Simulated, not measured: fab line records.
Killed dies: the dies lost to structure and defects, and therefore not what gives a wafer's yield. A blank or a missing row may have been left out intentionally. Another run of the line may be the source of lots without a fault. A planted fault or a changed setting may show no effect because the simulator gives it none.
fab line records -- flow n5_finfet
record lots=5, wafers=15, last_day=18
route steps=1938 shown FIN_SAQP@135 BEOL_M4@1111
lots that met no fault: from a run of the same line without faults
start_h: hours from the record's first day to the start of the lot's first wafer shown -- wait_h: how many hours have passed since the lot's step before this one -- " as in the row above -- L1.1+2: a row that stands for several wafers -- - either no value or no given start -- * or withheld: withheld -- < > ~ a bound
route shown NAME@n: a module of which the file shows steps, and the number in the route of the first -- usual: mean/standard deviation taken from wafers without a fault -- same: alike in all rows -- chamber/n: place in a boat -- sites: the reading at each site -- _std_site: their standard deviation -- _edge_site: inner sites' mean taken away from outer sites' mean -- radius_mm: how far each site lies from the wafer's centre -- mask NAME#n: copy n -- behind: the tool/chamber that last shaped the wafer -- hold: what put the lot on hold/how long, in hours/how the hold closed -- device: transistor that didn't switch, given as n, p or np -- end of line: the tests these same wafers got at the end of their route -- a step with no rows: only its recipe -- killed: not the wafer's yield, but the dies lost to structure and defects at the first sort -- map: a wafer's dies, x killed, . not, _ none there
set.NAME: the setting that was run; set.NAME@STEP: the one run at that earlier step -- model.NAME: the simulator's own value behind a step, which no gauge read
a table for each step, a row for each wafer; lots at some steps of the route
services: the hour from which a tool's chamber was out of use, counted from the record's first day as start_h (under 0 if before that day), plus the number of hours and why
## steps
# step N5_FIN_SAQP_ETCH_67
# recipe chemistry=CH3F/O2, target=SiNx, target_depth_a=300, mask_material=SOC, pressure_mtorr=30, source_w=395, bias_w=73, Ar_flow_sccm=150, CH3F_flow_sccm=30, O2_flow_sccm=20, ion_energy_ev=120
# usual drypump_motor_current_A=5.7/0.45, mfc_ar_sccm=150.0/0.5, oes_ar_750_au=0.79/0.099, oes_f_703_au=0.79/0.1, oes_o_777_au=0.79/0.1, oes_product_au=0.79/0.1, rf_fwd_power_W=391.0/1.4, rf_vpp_V=301/6, showerhead_plenum_p_Torr=2.02/0.063, throttle_valve_pct=16.26/0.18
lot.wafer,tool,chamber,start_h,wait_h,drypump_motor_current_A,mfc_ar_sccm,oes_ar_750_au,oes_f_703_au,oes_o_777_au,oes_product_au,rf_fwd_power_W,rf_hours_counter_h,rf_vpp_V,showerhead_plenum_p_Torr,throttle_valve_pct
L176.1,rie_diel-02,0,36.99,0.0,5.8,148.7,0.77,0.77,0.77,0.77,388.8,139,308,1.92,16.25
L176.3,rie_diel-02,3,36.99,0.0,5.7,150.0,0.71,0.70,0.71,0.71,392.6,226,308,2.05,16.32
L176.4,rie_diel-02,1,36.99,0.0,5.3,149.7,0.96,0.96,0.95,0.97,391.3,4,298,2.04,16.08
L177.1,rie_diel-02,2,43.31,0.0,6.2,150.6,0.89,0.90,0.90,0.88,389.8,32,289,2.11,15.98
L177.4,rie_diel-02,1,43.31,0.0,5.2,149.8,0.95,0.95,0.95,0.96,390.4,6,297,2.04,16.08
L177.5,rie_diel-02,0,43.31,0.0,5.8,149.7,0.77,0.77,0.76,0.77,390.4,-,307,1.92,16.25
L185.1,rie_diel-05,2,90.61,0.0,6.6,150.4,0.72,0.71,0.71,0.70,390.8,209,294,2.07,16.71
L185.2,rie_diel-05,3,90.61,0.0,5.2,149.8,0.97,0.95,0.96,0.96,391.2,4,299,2.14,16.16
L185.4,rie_diel-05,2,90.61,0.0,6.5,150.8,0.72,0.72,0.71,0.70,392.9,-,293,2.07,16.70
L192.4,rie_diel-04,2,142.49,0.0,5.8,150.3,0.71,0.72,0.70,0.71,391.8,227,298,1.97,16.51
L192.5,rie_diel-04,2,142.49,0.0,5.8,150.3,0.71,0.72,0.70,0.71,391.3,-,301,1.97,16.51
L192.6,rie_diel-04,1,142.49,0.0,5.3,149.1,0.89,0.89,0.90,0.93,391.6,-,301,2.04,16.11
L197.2,rie_diel-05,2,162.42,0.0,6.5,150.2,0.70,0.70,0.70,0.70,391.9,235,294,2.07,16.75
L197.4,rie_diel-05,1,162.42,0.0,5.6,149.7,0.85,0.86,0.86,0.87,393.3,40,297,1.95,16.29
L197.5,rie_diel-05,3,162.42,0.0,5.2,149.8,0.89,0.89,0.90,0.90,391.4,-,299,2.13,16.20
# step N5_FIN_SAQP_STRIP_70
# recipe chemistry=N2/H2, power_w=500, temp_c=40, pressure_mtorr=50, rf_frequency_hz=6e+07, overash_fraction=0.3, bias_power_w=28, h2_frac=0.5, n2_flow_sccm=300, h2_flow_sccm=300
# step N5_FIN_SAQP_RECESS_71
# recipe chemistry=HF/NH3, target=SiO2, target_depth_a=30, afs_cycles=1, temp_c=30, sublimation_temp_c=180, sublimation_time_s=60
# step N5_FIN_SAQP_SPACER2_ALD_28
# recipe material=SiO2, target_thk_a=81, temp_c=300, ald_precursor_family=BDEAS, ald_co_reactant=O2-plasma, pulse_time_s=1, purge_time_s=2, co_reactant_purge_time_s=2, pressure_torr=2
# usual heater_power_w=437/41, precursor_pulse_height_rel=1.000/0.019, susceptor_temp_C=299.98/0.17
lot.wafer,tool,chamber,start_h,wait_h,heater_power_w,precursor_pulse_height_rel,susceptor_temp_C
L176.1,ald_sin-04,1,37.24,0.1,462,1.018,299.69
L176.3,ald_sin-04,2,37.24,0.1,424,1.004,299.89
L176.4,ald_sin-04,0,37.24,0.1,371,0.985,300.37
L177.1,ald_sin-02,1,43.55,0.1,421,0.998,299.78
L177.4,ald_sin-02,2,43.55,0.1,437,1.015,299.91
L177.5,ald_sin-02,1,43.55,0.1,398,0.994,299.97
L185.1,ald_sin-04,1,91.01,0.3,468,1.004,300.14
L185.2,ald_sin-04,2,91.01,0.3,429,1.004,299.88
L185.4,ald_sin-04,3,91.01,0.3,424,1.002,299.86
L192.4,ald_sin-04,2,142.73,0.1,416,1.008,299.84
L192.5,ald_sin-04,0,142.73,0.1,361,1.033,299.96
L192.6,ald_sin-04,3,142.73,0.1,454,0.989,300.23
L197.2,ald_sin-02,0,162.66,0.1,444,0.989,299.97
L197.4,ald_sin-02,1,162.66,0.1,416,0.973,300.23
L197.5,ald_sin-02,0,162.66,0.1,425,0.993,299.92
# step N5_FIN_SAQP_SPACER2_ETCHBACK_29
# recipe chemistry=CHF3/O2, mode=anisotropic_etchback, target=SiO2, target_depth_a=122, time_s=6.1, pressure_mtorr=30, source_w=650, bias_w=170, Ar_flow_sccm=200, CHF3_flow_sccm=50, O2_flow_sccm=5, ion_energy_ev=200
# step N5_FIN_SAQP_MANDREL2_REMOVE_60
# recipe chemistry=HBr/Cl2/O2, bt_time_s=10, target=a-Si, stop_on=SiNx, endpoint=OES-SiCl, over_etch_frac=1, icp_w=600, bias_w=22, HBr_flow_sccm=150, Cl2_flow_sccm=80, O2_flow_sccm=5, pressure_mtorr=10
# usual drypump_motor_current_A=5.6/0.34, oes_product_au=1.006/0.026, throttle_valve_pct=36.64/0.26
# same bt_time_s=10
lot.wafer,tool,chamber,start_h,wait_h,drypump_motor_current_A,oes_product_au,rf_hours_counter_h,throttle_valve_pct
L176.1,rie_si-01,0,37.65,0.1,5.4,1.027,140,37.08
L176.3,rie_si-01,3,37.65,0.1,5.9,1.038,7,36.69
L176.4,rie_si-01,2,37.65,0.1,5.7,1.031,1,36.49
L177.1,rie_si-04,3,43.96,0.1,5.1,0.985,115,36.53
L177.4,rie_si-04,2,43.96,0.1,5.6,1.026,115,36.71
L177.5,rie_si-04,3,43.96,0.1,5.1,0.981,-,36.53
L185.1,rie_si-06,3,91.42,0.1,6.0,1.035,129,36.64
L185.2,rie_si-06,0,91.42,0.1,5.7,0.987,88,36.40
L185.4,rie_si-06,1,91.42,0.1,5.4,0.969,193,36.76
L192.4,rie_si-06,1,143.18,0.1,5.3,0.973,194,36.74
L192.5,rie_si-06,2,143.18,0.1,5.2,1.002,-,36.69
L192.6,rie_si-06,1,143.18,0.1,5.4,0.979,-,36.77
L197.2,rie_si-04,3,163.44,0.1,5.1,0.973,118,36.54
L197.4,rie_si-04,1,163.44,0.1,6.4,0.952,4,35.90
L197.5,rie_si-04,3,163.44,0.1,5.1,0.972,-,36.54
# step N5_FIN_SAQP_CD_MEAS_31
# recipe target_cd_nm=8, landing_energy_ev=1000, detector=se_inlens, polarity=line
# usual cd_nm=8.13/0.21
lot.wafer,tool,chamber,start_h,wait_h,cd_nm
L176.1,cd_sem-01,0,37.76,0.1,7.79
L176.3,cd_sem-01,0,37.76,0.1,7.93
L176.4,cd_sem-01,0,37.76,0.1,7.98
L177.1,cd_sem-03,0,44.07,0.1,8.15
L177.4,cd_sem-03,0,44.07,0.1,7.72
L177.5,cd_sem-03,0,44.07,0.1,8.19
L185.1,cd_sem-02,0,91.53,0.1,7.90
L185.2,cd_sem-02,0,91.53,0.1,8.45
L185.4,cd_sem-02,0,91.53,0.1,8.13
L192.4,cd_sem-03,0,143.29,0.1,7.98
L192.5,cd_sem-03,0,143.29,0.1,7.97
L192.6,cd_sem-03,0,143.29,0.1,8.02
L197.2,cd_sem-01,0,163.56,0.1,8.23
L197.4,cd_sem-01,0,163.56,0.1,8.17
L197.5,cd_sem-01,0,163.56,0.1,8.46
# step N5_FIN_SAQP_HM_OPEN_33
# recipe chemistry=CH3F/O2, target=SiNx, mask_material=SiO2, target_depth_a=494, time_s=70.6, pressure_mtorr=30, source_w=395, bias_w=73, Ar_flow_sccm=150, CH3F_flow_sccm=30, O2_flow_sccm=20, ion_energy_ev=120, ends=cleared
# step N5_FIN_SAQP_ETCH_34
# recipe chemistry=C4F6/O2, target=SiO2, target_depth_a=450, time_s=15, ion_energy_ev=250, pressure_mtorr=30, source_w=345, bias_w=185, Ar_flow_sccm=300, C4F6_flow_sccm=10, O2_flow_sccm=10, ends=cleared
# usual drypump_motor_current_A=5.8/0.45, etch_rf_on_time_s=14.99/0.24, mfc_ar_sccm=299.9/0.89, oes_ar_750_au=0.80/0.098, oes_f_703_au=0.80/0.1, oes_o_777_au=0.80/0.1, oes_product_au=0.68/0.086, rf_fwd_power_W=336.5/1, rf_vpp_V=668/14, showerhead_plenum_p_Torr=2.87/0.093, throttle_valve_pct=20.97/0.21
lot.wafer,tool,chamber,start_h,wait_h,drypump_motor_current_A,etch_rf_on_time_s,mfc_ar_sccm,oes_ar_750_au,oes_f_703_au,oes_o_777_au,oes_product_au,rf_fwd_power_W,rf_hours_counter_h,rf_vpp_V,showerhead_plenum_p_Torr,throttle_valve_pct
L176.1,rie_diel-05,2,38.00,0.0,6.5,15.38,301.9,0.73,0.73,0.73,0.61,334.4,184,656,2.96,21.35
L176.3,rie_diel-05,0,38.00,0.0,5.8,15.16,301.5,0.69,0.70,0.69,0.59,337.5,248,658,2.80,21.18
L176.4,rie_diel-05,2,38.00,0.0,6.5,15.25,301.5,0.73,0.73,0.73,0.63,334.6,-,656,2.96,21.37
L177.1,rie_diel-02,3,44.19,0.0,5.7,15.18,300.6,0.71,0.70,0.69,0.61,337.1,229,692,2.92,20.97
L177.4,rie_diel-02,1,44.19,0.0,5.3,15.00,300.9,0.96,0.96,0.97,0.82,336.1,7,665,2.90,20.79
L177.5,rie_diel-02,3,44.19,0.0,5.6,15.15,300.5,0.71,0.70,0.70,0.61,336.4,-,692,2.92,20.97
L185.1,rie_diel-05,2,91.65,0.0,6.5,15.11,300.6,0.72,0.72,0.71,0.61,336.8,210,656,2.95,21.39
L185.2,rie_diel-05,1,91.65,0.0,5.7,14.70,298.1,0.91,0.92,0.93,0.79,337.0,14,664,2.78,20.98
L185.4,rie_diel-05,1,91.65,0.0,5.6,14.71,300.0,0.91,0.92,0.93,0.78,336.5,-,665,2.78,20.98
L192.4,rie_diel-05,2,143.40,0.0,6.5,15.49,298.7,0.70,0.70,0.70,0.59,335.8,228,656,2.94,21.42
L192.5,rie_diel-05,1,143.40,0.0,5.6,15.00,299.0,0.87,0.88,0.88,0.75,337.1,-,664,2.77,21.00
L192.6,rie_diel-05,2,143.40,0.0,6.6,15.52,299.9,0.71,0.71,0.70,0.59,336.1,-,656,2.94,21.43
L197.2,rie_diel-02,2,163.68,0.0,6.2,15.25,299.0,0.82,0.85,0.84,0.69,336.4,73,646,2.97,20.73
L197.4,rie_diel-02,3,163.68,0.0,5.7,14.93,299.4,0.91,0.90,0.89,0.80,337.5,11,690,2.91,20.66
L197.5,rie_diel-02,2,163.68,0.0,6.2,15.19,299.1,0.82,0.85,0.84,0.70,335.8,-,644,2.97,20.74
# step N5_FIN_SAQP_STRIP_77
# recipe chemistry=N2/H2, time_s=90, power_w=100, temp_c=40, pressure_mtorr=100, rf_frequency_hz=6e+07, bias_power_w=3, n2_flow_sccm=300, h2_flow_sccm=300
# step N5_FIN_SAQP_HM_CD_35
# recipe target_cd_nm=8, polarity=line
# usual cd_nm=8.09/0.24
lot.wafer,tool,chamber,start_h,wait_h,cd_nm
L176.1,cd_sem-03,-,38.14,0.1,7.81
L176.3,cd_sem-03,-,38.14,0.1,7.83
L176.4,cd_sem-03,-,38.14,0.1,8.36
L177.1,cd_sem-02,-,44.34,0.1,8.52
L177.4,cd_sem-02,-,44.34,0.1,7.68
L177.5,cd_sem-02,-,44.34,0.1,8.08
L185.1,cd_sem-03,-,91.80,0.1,7.69
L185.2,cd_sem-03,-,91.80,0.1,8.24
L185.4,cd_sem-03,-,91.80,0.1,8.31
L192.4,cd_sem-01,-,143.56,0.1,8.48
L192.5,cd_sem-01,-,143.56,0.1,8.07
L192.6,cd_sem-01,-,143.56,0.1,8.20
L197.2,cd_sem-03,-,163.84,0.1,7.82
L197.4,cd_sem-03,-,163.84,0.1,7.93
L197.5,cd_sem-03,-,163.84,0.1,7.87
# step N5_FIN_SAQP_ETCH_64
# recipe chemistry=CF4, target=SiO2, target_depth_a=15, ion_energy_ev=350, pressure_mtorr=10, icp_w=800, bias_w=400, cf4_flow_sccm=80
# usual drypump_motor_current_A=5.6/0.38, oes_product_au=0.994/0.028, rf_fwd_power_W=783/4, throttle_valve_pct=21.65/0.19
lot.wafer,tool,chamber,start_h,wait_h,drypump_motor_current_A,oes_product_au,rf_fwd_power_W,rf_hours_counter_h,throttle_valve_pct
L176.1,rie_si-04,3,38.19,0.0,5.1,0.981,778,115,21.56
L176.3,rie_si-04,2,38.19,0.0,5.6,1.000,780,115,21.55
L176.4,rie_si-04,0,38.19,0.0,5.3,1.003,781,191,21.88
L177.1,rie_si-06,0,44.39,0.0,5.7,0.978,781,87,21.49
L177.4,rie_si-06,2,44.39,0.0,5.2,0.988,785,131,21.80
L177.5,rie_si-06,1,44.39,0.0,5.4,0.950,783,-,21.91
L185.1,rie_si-04,3,91.85,0.0,5.1,0.986,775,116,21.55
L185.2,rie_si-04,0,91.85,0.0,5.3,1.008,780,192,21.89
L185.4,rie_si-04,2,91.85,0.0,5.5,1.002,776,117,21.54
L192.4,rie_si-01,2,143.60,0.0,5.6,1.053,784,3,21.52
L192.5,rie_si-01,1,143.60,0.0,5.5,0.972,780,-,21.71
L192.6,rie_si-01,2,143.60,0.0,5.7,1.047,783,-,21.55
L197.2,rie_si-01,3,163.88,0.0,5.9,1.012,788,9,21.58
L197.4,rie_si-01,0,163.88,0.0,5.4,1.009,782,142,21.88
L197.5,rie_si-01,0,163.88,0.0,5.4,1.025,783,-,21.89
# step N5_FIN_SAQP_FIN_ETCH_36
# recipe chemistry=HBr/Cl2/O2, target_depth_a=1200, mask_material=SiNx, time_s=50.4, bias_w=102, pressure_mtorr=10, icp_w=800, HBr_flow_sccm=150, Cl2_flow_sccm=80, O2_flow_sccm=12
# usual drypump_motor_current_A=5.6/0.38, oes_o_777_au=0.99/0.049, oes_product_au=0.995/0.027, rf_fwd_power_W=796.1/2.5, throttle_valve_pct=35.91/0.29
lot.wafer,tool,chamber,start_h,wait_h,drypump_motor_current_A,oes_o_777_au,oes_product_au,rf_fwd_power_W,rf_hours_counter_h,throttle_valve_pct,model.FIN_SAQP.feature_depth_nm,model.etch.depth_nm
L176.1,rie_si-04,3,38.21,0.0,5.1,0.97,0.984,793.0,115,35.84,121.6,121.7
L176.3,rie_si-04,2,38.21,0.0,5.6,0.97,1.020,793.6,115,36.01,121.8,121.8
L176.4,rie_si-04,0,38.21,0.0,5.3,1.01,1.018,794.9,191,36.12,119.8,119.8
L177.1,rie_si-06,0,44.41,0.0,5.7,0.96,0.978,797.3,87,35.74,116.6,116.7
L177.4,rie_si-06,2,44.41,0.0,5.2,0.99,1.010,793.5,131,36.01,118.2,118.1
L177.5,rie_si-06,1,44.41,0.0,5.4,0.94,0.960,802.1,-,36.11,116,115.9
L185.1,rie_si-04,3,91.87,0.0,5.1,0.52,0.885,603.3,116,36.01,103.2,103.2
L185.2,rie_si-04,0,91.87,0.0,5.3,1.01,1.005,794.7,192,36.15,117.2,117.2
L185.4,rie_si-04,2,91.87,0.0,5.6,0.97,1.009,794.8,117,36.02,119.8,119.8
L192.4,rie_si-01,2,143.62,0.0,5.7,1.08,1.048,791.1,3,35.79,123.8,123.9
L192.5,rie_si-01,1,143.62,0.0,5.5,0.94,0.968,796.2,-,36.12,117.6,117.6
L192.6,rie_si-01,2,143.62,0.0,5.7,1.08,1.038,792.8,-,35.79,123.2,123.2
L197.2,rie_si-01,3,163.90,0.0,5.9,0.95,1.011,796.9,9,36.04,118.4,118.3
L197.4,rie_si-01,0,163.90,0.0,5.4,0.94,1.013,796.1,142,36.41,120,119.9
L197.5,rie_si-01,0,163.90,0.0,5.4,0.94,1.014,796.1,-,36.40,120.6,120.6
# step N5_FIN_SAQP_CD_MEAS_37
# recipe target_cd_nm=8, polarity=line
# usual cd_nm=8.11/0.26
lot.wafer,tool,chamber,start_h,wait_h,cd_nm
L176.1,cd_sem-02,-,38.33,0.1,7.58
L176.3,cd_sem-02,-,38.33,0.1,7.80
L176.4,cd_sem-02,-,38.33,0.1,7.87
L177.1,cd_sem-02,-,44.53,0.1,8.26
L177.4,cd_sem-02,-,44.53,0.1,7.80
L177.5,cd_sem-02,-,44.53,0.1,8.34
L185.1,cd_sem-03,-,91.99,0.1,8.03
L185.2,cd_sem-03,-,91.99,0.1,8.36
L185.4,cd_sem-03,-,91.99,0.1,8.67
L192.4,cd_sem-02,-,143.75,0.1,8.35
L192.5,cd_sem-02,-,143.75,0.1,7.62
L192.6,cd_sem-02,-,143.75,0.1,8.13
L197.2,cd_sem-01,-,164.03,0.1,8.05
L197.4,cd_sem-01,-,164.03,0.1,8.14
L197.5,cd_sem-01,-,164.03,0.1,7.96
# step N5_FIN_SAQP_PRECLEAN_38
# recipe chemistry=O3/DIW, time_s=45, temp_c=22, o3_ppm=10
# step N5_FIN_SAQP_PRECLEAN_45
# recipe chemistry=dHF, time_s=10, dilution=500:1, temp_c=25
# step N5_FIN_SAQP_SRD_39
# recipe dry=ipa_marangoni, time_s=30, temp_c=23, rinse_liquid=diw
# step N5_FIN_SAQP_OCD_MEAS_76
# usual trench_depth_nm=119.2/1.9
lot.wafer,tool,chamber,start_h,wait_h,trench_depth_nm
L176.1,ocd-01,-,38.43,0.0,121.9
L176.3,ocd-01,-,38.43,0.0,121.8
L176.4,ocd-01,-,38.43,0.0,119.5
L177.1,ocd-01,-,44.63,0.0,116.9
L177.4,ocd-01,-,44.63,0.0,118.3
L177.5,ocd-01,-,44.63,0.0,115.9
L185.1,ocd-02,-,92.09,0.0,103.2
L185.2,ocd-02,-,92.09,0.0,116.7
L185.4,ocd-02,-,92.09,0.0,119.7
L192.4,ocd-01,-,143.84,0.0,124.3
L192.5,ocd-01,-,143.84,0.0,117.3
L192.6,ocd-01,-,143.84,0.0,123.6
L197.2,ocd-02,-,164.12,0.0,118.6
L197.4,ocd-02,-,164.12,0.0,119.3
L197.5,ocd-02,-,164.12,0.0,120.5
# step N5_FIN_SAQP_INSPECT_40
# recipe inspect_instrument=brightfield, mode=aei
# usual raw_defect_count=241/75
lot.wafer,tool,chamber,start_h,wait_h,raw_defect_count
L176.1,defect_inspect-01,-,38.46,0.0,252
L176.3,defect_inspect-01,-,38.46,0.0,213
L176.4,defect_inspect-01,-,38.46,0.0,236
L177.1,defect_inspect-01,-,44.66,0.0,252
L177.4,defect_inspect-01,-,44.66,0.0,339
L177.5,defect_inspect-01,-,44.66,0.0,289
L185.1,defect_inspect-01,-,92.12,0.0,204
L185.2,defect_inspect-01,-,92.12,0.0,312
L185.4,defect_inspect-01,-,92.12,0.0,247
L192.4,defect_inspect-02,-,143.87,0.0,149
L192.5,defect_inspect-02,-,143.87,0.0,273
L192.6,defect_inspect-02,-,143.87,0.0,224
L197.2,defect_inspect-02,-,164.15,0.0,220
L197.4,defect_inspect-02,-,164.15,0.0,193
L197.5,defect_inspect-02,-,164.15,0.0,199
# step N5_BEOL_M4_RC_MEAS_101
# usual DIBL_N=36.2/1.6, DIBL_P=36.5/1.9, IOFF_N=0.158/0.027, IOFF_P=0.21/0.038, ION_N=675/12, ION_P=464/8.9, SS_N=71.5/0.61, SS_P=73.4/0.59, VT_N=250.4/3, VT_P=-250/3.6
lot.wafer,tool,chamber,start_h,wait_h,DIBL_N[mV/V],DIBL_P[mV/V],IOFF_N[nA/um],IOFF_P[nA/um],ION_N[uA/um],ION_P[uA/um],SS_N[mV/dec],SS_P[mV/dec],VT_N[mV],VT_P[mV]
L176.1,prober-01,0,170.19,0.0,34.6,34.5,0.125,0.17,661,456,70.9,73.1,255.4,-257
L176.3,prober-01,0,170.19,0.0,33.8,33.2,0.115,0.16,659,455,71.0,73.3,254.6,-254
L176.4,prober-01,0,170.19,0.0,35.7,35.9,0.150,0.20,672,460,71.4,73.8,250.0,-252
L177.1,prober-01,0,185.47,0.0,39.7,40.1,0.220,0.28,676,464,72.3,73.8,245.9,-250
L177.4,prober-01,0,185.47,0.0,35.2,35.6,0.125,0.19,649,455,71.6,73.3,255.6,-252
L177.5,prober-01,0,185.47,0.0,37.3,38.5,0.171,0.24,670,461,71.8,73.8,247.8,-251
L185.1,prober-01,0,227.46,0.0,36.5,36.6,0.172,0.21,686,465,71.4,73.7,246.1,-250
L185.2,prober-01,0,227.46,0.0,36.6,36.7,0.168,0.20,682,462,71.3,73.3,247.3,-246
L185.4,prober-01,0,227.46,0.0,37.8,39.3,0.206,0.26,706,486,71.6,74.4,245.4,-246
L192.4,prober-01,0,281.71,0.5,37.5,38.3,0.174,0.26,692,475,71.1,74.4,245.8,-245
L192.5,prober-01,0,281.71,0.5,37.9,38.2,0.169,0.25,690,481,71.9,73.6,249.3,-247
L192.6,prober-01,0,281.71,0.5,35.0,35.0,0.132,0.20,672,461,71.0,72.5,254.3,-248
L197.2,prober-01,0,313.16,0.2,37.9,38.1,0.188,0.26,677,468,72.0,73.1,250.6,-247
L197.4,prober-01,0,313.16,0.2,38.5,39.4,0.212,0.30,686,477,72.1,74.5,246.6,-245
L197.5,prober-01,0,313.16,0.2,36.0,36.8,0.159,0.24,672,469,71.3,73.4,250.9,-247
## services
tool,chamber,start_h,hours,kind
rie_diel-04,-,24.01,0.4,repair
rie_diel-04,2,26.31,5.6,repair
rie_diel-05,1,29.59,-,clean
rie_diel-05,1,29.59,-,consumable_replace:focus_ring
rie_diel-05,1,29.59,31.8,scheduled_down
rie_diel-05,1,29.59,31.8,vent_cycle
rie_diel-05,3,61.42,-,clean
rie_diel-05,3,61.42,-,consumable_replace:focus_ring
rie_diel-05,3,61.42,-,consumable_replace:showerhead
rie_diel-05,3,61.42,19.8,scheduled_down
rie_diel-05,3,61.42,19.8,vent_cycle
rie_diel-02,3,63.35,3.5,repair
rie_si-01,-,68.76,28.1,pm
rie_si-06,0,78.07,3.5,repair
rie_diel-05,0,81.23,-,clean
rie_diel-05,0,81.23,-,consumable_replace:focus_ring
rie_diel-05,0,81.23,18.0,scheduled_down
rie_diel-05,0,81.23,18.0,vent_cycle
ald_sin-02,-,85.25,14.0,pm
rie_diel-02,-,93.56,0.3,repair
rie_si-01,1,97.04,4.8,repair
ald_sin-04,-,112.99,6.1,pm
rie_diel-02,3,113.81,-,clean
rie_diel-02,3,113.81,-,consumable_replace:focus_ring
## key
first_sign step=N5_FIN_SAQP_FIN_ETCH_36, reading=rf_fwd_power_W, direction=down, sigmas=78, usual=*, struck=*
effect step=N5_FIN_SAQP_FIN_ETCH_36, reading=oes_o_777_au, direction=down, sigmas=9.6, usual=0.99, struck=0.52
effect step=N5_FIN_SAQP_OCD_MEAS_76, reading=trench_depth_nm, direction=down, sigmas=8.4, usual=119.2, struck=103.2
model_effect step=N5_FIN_SAQP_FIN_ETCH_36, value=FIN_SAQP.feature_depth_nm, without=117.4, struck=103.2
met_at N5_FIN_SAQP_FIN_ETCH_36
struck_wafers L185.1
onset_between 38.21 91.87
fault kind=process_parameter_drift, tool=rie_si-04, chamber=3, onset_h=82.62, steps=N5_FIN_SAQP_FIN_ETCH_36, channel=icp_w, offset=-192, shape=step, end_h=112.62, acts_in=these_recipes_only, stated=800
